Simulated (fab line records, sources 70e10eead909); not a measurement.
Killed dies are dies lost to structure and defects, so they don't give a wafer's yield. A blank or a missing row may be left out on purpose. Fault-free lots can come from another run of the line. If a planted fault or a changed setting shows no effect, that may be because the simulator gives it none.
Which tool did it? | flow nandHarc | 24 lots with 72 wafers sampled at 3 steps, on a route of 1302 steps

== WHAT THE GAUGES SHOWED, per wafer ==
NHARC_A_ONON_D1_THK_MEAS_24: measures by ellipsometry.
lot  | measured     | on           | thkNm (nm)
L074 | day 8 08:12  | filmMetro-02 | 1004 1004 1006
L075 | day 8 15:31  | filmMetro-02 | 980 980 981
L077 | day 9 04:09  | filmMetro-02 | 999 998 996
L076 | day 9 04:09  | filmMetro-01 | 983 984 984
L078 | day 9 23:47  | filmMetro-02 | 1015 1014 1015
L079 | day 10 06:57 | filmMetro-01 | 1001 1001 1000
L080 | day 10 22:42 | filmMetro-01 | 996 995 997
L082 | day 11 13:21 | filmMetro-02 | 998 999 1001
L081 | day 11 13:23 | filmMetro-01 | 1005 1008 1007
L083 | day 12 03:43 | filmMetro-02 | 1021 1021 1025
L084 | day 12 10:22 | filmMetro-01 | 1023 1023 1026
L085 | day 12 20:13 | filmMetro-01 | 998 997 997
L086 | day 13 15:34 | filmMetro-02 | 1008 1007 1008
L087 | day 13 15:34 | filmMetro-01 | 1006 1009 1008
L088 | day 14 04:14 | filmMetro-02 | 1002 1000 1001
L089 | day 14 18:10 | filmMetro-02 | 998 999 999
L090 | day 15 04:43 | filmMetro-01 | 1010 1010 1012
L091 | day 15 04:44 | filmMetro-02 | 995 994 992
L092 | day 15 14:16 | filmMetro-01 | 1003 1000 1001
L093 | day 16 07:40 | filmMetro-01 | 1000 1001 1003
L094 | day 16 07:40 | filmMetro-01 | 994 992 992
L095 | day 16 22:18 | filmMetro-01 | 1008 1007 1007
L096 | day 18 02:52 | filmMetro-02 | 1000 1001 1003
L097 | day 18 03:00 | filmMetro-02 | 996 998 997

NHARC_A_ONON_D1_INSPECT_32.
lot  | measured     | on               | rawDefectCount
L074 | day 8 09:52  | defectInspect-01 | 82 71 61
L075 | day 8 17:11  | defectInspect-01 | 74 79 83
L077 | day 9 05:50  | defectInspect-01 | 54 71 72
L076 | day 9 05:52  | defectInspect-02 | 68 68 39
L078 | day 10 01:28 | defectInspect-02 | 51 78 121
L079 | day 10 08:39 | defectInspect-01 | 65 43 70
L080 | day 11 00:22 | defectInspect-01 | 76 62 53
L082 | day 11 15:02 | defectInspect-01 | 52 45 85
L081 | day 11 15:13 | defectInspect-01 | 67 45 53
L083 | day 12 05:22 | defectInspect-02 | 49 50 49
L084 | day 12 12:03 | defectInspect-02 | 75 104 72
L085 | day 12 21:55 | defectInspect-01 | 65 67 83
L086 | day 13 17:15 | defectInspect-01 | 118 70 63
L087 | day 13 17:14 | defectInspect-02 | 40 48 66
L088 | day 14 05:56 | defectInspect-01 | 44 55 52
L089 | day 14 19:51 | defectInspect-01 | 49 49 48
L090 | day 15 06:23 | defectInspect-01 | 75 47 82
L091 | day 15 06:24 | defectInspect-02 | 65 86 54
L092 | day 15 15:56 | defectInspect-02 | 58 66 64
L093 | day 16 09:20 | defectInspect-01 | 101 99 62
L094 | day 16 09:34 | defectInspect-02 | 78 66 65
L095 | day 16 23:57 | defectInspect-02 | 49 94 26
L096 | day 18 04:33 | defectInspect-01 | 93 92 50
L097 | day 18 04:50 | defectInspect-02 | 113 102 81

== EACH LOT AND THE TOOL THAT RAN IT (in order: tool; ch and the chambers of the sampled wafers; start) ==
lot  | NHARC_A_ONON_D1_DEP_33
L074 | pecvd-01 ch 0,2, day 8 09:23
L075 | pecvd-03 ch 0,1, day 8 16:43
L077 | pecvd-01 ch 0,1,2, day 9 05:23
L076 | pecvd-02 ch 0,2, day 9 05:25
L078 | pecvd-02 ch 1,2, day 10 01:01
L079 | pecvd-01 ch 0,1,2, day 10 08:11
L080 | pecvd-01 ch 0,1, day 10 23:56
L082 | pecvd-02 ch 1,2, day 11 14:32
L081 | pecvd-03 ch 0,2, day 11 14:47
L083 | pecvd-02 ch 0,2, day 12 04:59
L084 | pecvd-02 ch 0,1, day 12 11:36
L085 | pecvd-02 ch 0,1,2, day 12 21:24
L086 | pecvd-02 ch 0,1, day 13 16:48
L087 | pecvd-03 ch 0,1,2, day 13 16:46
L088 | pecvd-02 ch 0,1,2, day 14 05:29
L089 | pecvd-02 ch 0,1,2, day 14 19:25
L090 | pecvd-01 ch 0,1,2, day 15 05:58
L091 | pecvd-03 ch 0,1,2, day 15 05:56
L092 | pecvd-03 ch 0,1,2, day 15 15:35
L093 | pecvd-02 ch 0,2, day 16 08:50
L094 | pecvd-01 ch 0,1,2, day 16 09:04
L095 | pecvd-02 ch 0,1,2, day 16 23:37
L096 | pecvd-01 ch 0,1,2, day 18 04:03
L097 | pecvd-01 ch 0,1,2, day 18 04:20
- NHARC_A_ONON_D1_DEP_33: deposits SiO2, target thk 200 nm.

== WHAT THE TOOLS THEMSELVES READ (means of the sampled wafers that have a number; where no wafer has one, the mark that the record gives instead) ==
NHARC_A_ONON_D1_DEP_33.
lot  | tool     | heaterPowerW (W) | throttleValvePct (%)
L074 | pecvd-01 | 714              | 16.1
L075 | pecvd-03 | 546              | 15.8
L077 | pecvd-01 | 712              | 16.0
L076 | pecvd-02 | 491              | 15.4
L078 | pecvd-02 | 447              | 15.5
L079 | pecvd-01 | 724              | 16.1
L080 | pecvd-01 | 725              | 16.5
L082 | pecvd-02 | 430              | 15.5
L081 | pecvd-03 | 583              | 16.1
L083 | pecvd-02 | 572              | 15.7
L084 | pecvd-02 | 529              | 16.1
L085 | pecvd-02 | 495              | 15.7
L086 | pecvd-02 | 559              | 16.0
L087 | pecvd-03 | 532              | 15.9
L088 | pecvd-02 | 455              | 15.9
L089 | pecvd-02 | 500              | 16.0
L090 | pecvd-01 | 708              | 15.8
L091 | pecvd-03 | 561              | 16.1
L092 | pecvd-03 | 508              | 16.1
L093 | pecvd-02 | 495              | 15.7
L094 | pecvd-01 | 666              | 16.0
L095 | pecvd-02 | 454              | 15.8
L096 | pecvd-01 | 667              | 15.9
L097 | pecvd-01 | 678              | 15.8

== THE ANSWER, worked out from the rows above alone ==
Rule: the lots themselves supply what counts as usual. Put in order of their means at a reading, lots are off if they are a third of the lots or fewer, leave a main group of 4 or more, and stand apart from it by a gap of 3 or more times the standard deviation of the main group's means; of several such gaps the widest counts. A main group is skipped when, at the precision printed for the reading in the tables above, its means are all equal. Also off: a lot with no number at a reading for which 4 or more lots have one. All remaining lots with rows at the step are treated as sound. The gauges are gone through in route order, then the tools' own readings, and for those a lot's mean is taken as printed above. At the first step where some lot is off, the reading lying furthest off is the one used; lots without a number count as furthest.
Nothing can be told from this: no lot is off at any reading shown.

== WHAT WAS PUT IN BY THE SIMULATOR ==
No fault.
